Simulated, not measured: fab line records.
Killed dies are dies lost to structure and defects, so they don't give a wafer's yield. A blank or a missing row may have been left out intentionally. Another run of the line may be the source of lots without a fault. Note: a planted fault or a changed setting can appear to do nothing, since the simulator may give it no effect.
Which tool is to blame? | flow nand-harc | Sampling: 6 lots, 18 wafers, 4 of 1159 route steps

WHAT THE GAUGES READ, wafer by wafer
NHARC_END_SORT_01.
lot  | measured     | on        | killed-open
L822 | day 19 17:32 | prober-01 | 2 4 2
L826 | day 20 00:34 | prober-01 | 5 4 3
L832 | day 22 07:53 | prober-01 | 4 3 5
L838 | day 23 18:26 | prober-01 | 3 2 2
L840 | day 24 22:05 | prober-01 | 2 1 6
L844 | day 25 05:55 | prober-01 | 1 5 4

WHICH TOOL RAN EACH LOT (tool, then ch and the chambers of the sampled wafers, then the start)
lot  | NHARC_THIN_TSV_ETCHBACK_48         | NHARC_THIN_TSV_STRIP_62              | NHARC_THIN_TSV_ANNEAL_52
L822 | rie-diel-04 ch 0,2,3, day 18 19:58 | plasma-asher-02 ch 0,1, day 18 20:18 | rtp-anneal-02 ch 0, day 18 21:43
L826 | rie-diel-01 ch 0,2,3, day 19 07:41 | plasma-asher-02 ch 0,1, day 19 08:01 | rtp-anneal-02 ch 0, day 19 09:23
L832 | rie-diel-01 ch 1,3, day 21 15:08   | plasma-asher-02 ch 0,1, day 21 15:28 | rtp-anneal-02 ch 0, day 21 16:49
L838 | rie-diel-08 ch 0,2,3, day 23 01:39 | plasma-asher-01 ch 0,1, day 23 01:59 | rtp-anneal-01 ch 0, day 23 03:26
L840 | rie-diel-01 ch 0,1,2, day 24 09:13 | plasma-asher-01 ch 0,1, day 24 09:46 | rtp-anneal-02 ch 0, day 24 11:14
L844 | rie-diel-08 ch 0,3, day 24 15:46   | plasma-asher-01 ch 0, day 24 16:07   | rtp-anneal-02 ch 0, day 24 17:27
- NHARC_THIN_TSV_ETCHBACK_48: etches the open film in C4F8/Ar, target depth 1028.5 nm, time 405.17 s.
- NHARC_THIN_TSV_STRIP_62: strips in N2/H2, time 20 s.
- NHARC_THIN_TSV_ANNEAL_52: time 90 s.

THE ANSWER, worked out from the rows above alone
Rule: the lots themselves supply what counts as usual. Put in order of their means at a reading, lots are off if they are a third of the lots or fewer, leave a main group of 4 or more, and stand apart from it by a gap of 3 or more times the standard deviation of the main group's means; of several such gaps the widest counts. A main group whose means are all the same, to the digits that the tables above print for the reading, isn't used. A lot without any number at a reading at which 4 lots or more have one is off too. All remaining lots with rows at the step are treated as sound.
Across all readings shown, no lot is off: no conclusion can be drawn from this.

WHAT HAD BEEN PUT IN BY THE SIMULATOR
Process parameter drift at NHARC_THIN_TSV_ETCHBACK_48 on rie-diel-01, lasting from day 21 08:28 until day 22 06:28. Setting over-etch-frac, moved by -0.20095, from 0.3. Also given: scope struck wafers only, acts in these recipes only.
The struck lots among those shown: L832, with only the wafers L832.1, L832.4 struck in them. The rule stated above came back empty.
